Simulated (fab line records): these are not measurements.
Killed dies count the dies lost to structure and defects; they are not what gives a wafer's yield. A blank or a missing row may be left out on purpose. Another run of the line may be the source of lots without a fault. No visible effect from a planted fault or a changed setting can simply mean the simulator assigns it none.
Comparing a struck lot with a sound one -- flow nand harc -- 14 out of 1302 route steps
Sound: these wafers, L827.4, L827.5, L827.6. Wafers L824.4, L824.5, L824.6 were the ones struck. The cause is given at the end.
For every step that has rows: the tool of each side, followed by ch and its chambers, followed by its first start. Under that, the readings that differ: sound wafers -- struck wafers -- difference of the means -- sigmas: that difference in standard deviations of wafers without a fault.
alike: readings whose means differ by less than 2 such deviations, and words and numbers that are the same on both sides. not compared: withheld readings, readings that some wafer has no value for, bounds like >300 that may hide the same value, and numbers for which the record gives no deviation and whose values overlap.
Wherever a step has rows on one side only, a row that says differs or no value, or a row with sigmas, the two part there. Non-overlapping numbers with no deviation appear without sigmas and do not part them. A reading that every wafer of one side lacks parts them only if that side has two wafers or more.

NHARC_THIN_TSV_GRIND_00:
  sound on grinder-01 ch 0, day 29 09:32; struck on grinder-01 ch 0, day 28 20:06
  alike: motor current A
NHARC_THIN_TSV_CMP_01: polishes.
  sound on cmp-04 ch 2,3, day 29 10:09; struck on cmp-01 ch 1,2, day 28 20:44
  alike: motor current A
NHARC_THIN_TSV_THK_MEAS_02: measures by ir.
  sound on film metro-01, day 29 10:25; struck on film metro-01, day 28 21:00
  alike: thk nm
then, 3 steps without rows for these wafers: NHARC_THIN_TSV_SRD_03; NHARC_THIN_TSV_PRECLEAN_41 (cleans in SC1); NHARC_THIN_TSV_SRD_42.
NHARC_THIN_TSV_DEP_43: deposits SiO2, target thk 1328.5 nm.
  sound on pecvd-02 ch 0,1,2, day 29 10:46; struck on pecvd-01 ch 0,1,2, day 28 21:27
  alike: chamber pressure Torr, throttle valve pct
then, 5 steps without rows for these wafers: NHARC_THIN_TSV_DEHYDRATE_04 (time 120 s); NHARC_THIN_TSV_HMDS_05 (time 30 s); NHARC_THIN_TSV_COAT_06; NHARC_THIN_TSV_SOFTBAKE_07 (time 95 s); NHARC_THIN_TSV_EBR_08.
NHARC_THIN_TSV_EXPOSE_09: exposes mask TSV.
  sound on krf scanner-01 ch 0, day 29 11:20; struck on krf scanner-02, day 28 21:53
  no value came back on the struck wafers for exposure dose mJ cm2, focus offset nm (nm), reticle temp C (C), stage vel mm s (mm/s); on the sound wafers exposure dose mJ cm2 reads 30.718 30.719 30.707
  alike: mask
then, 1 step without rows for these wafers: NHARC_THIN_TSV_PEB_10 (peb time 85 s).

== WHERE THEY PART ==
Only at NHARC_THIN_TSV_EXPOSE_09, within this record.

WHY: what had been put in by the simulator
Beginning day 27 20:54, the whole step at NHARC_THIN_TSV_EXPOSE_09 was skipped on krf scanner-02. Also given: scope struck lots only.
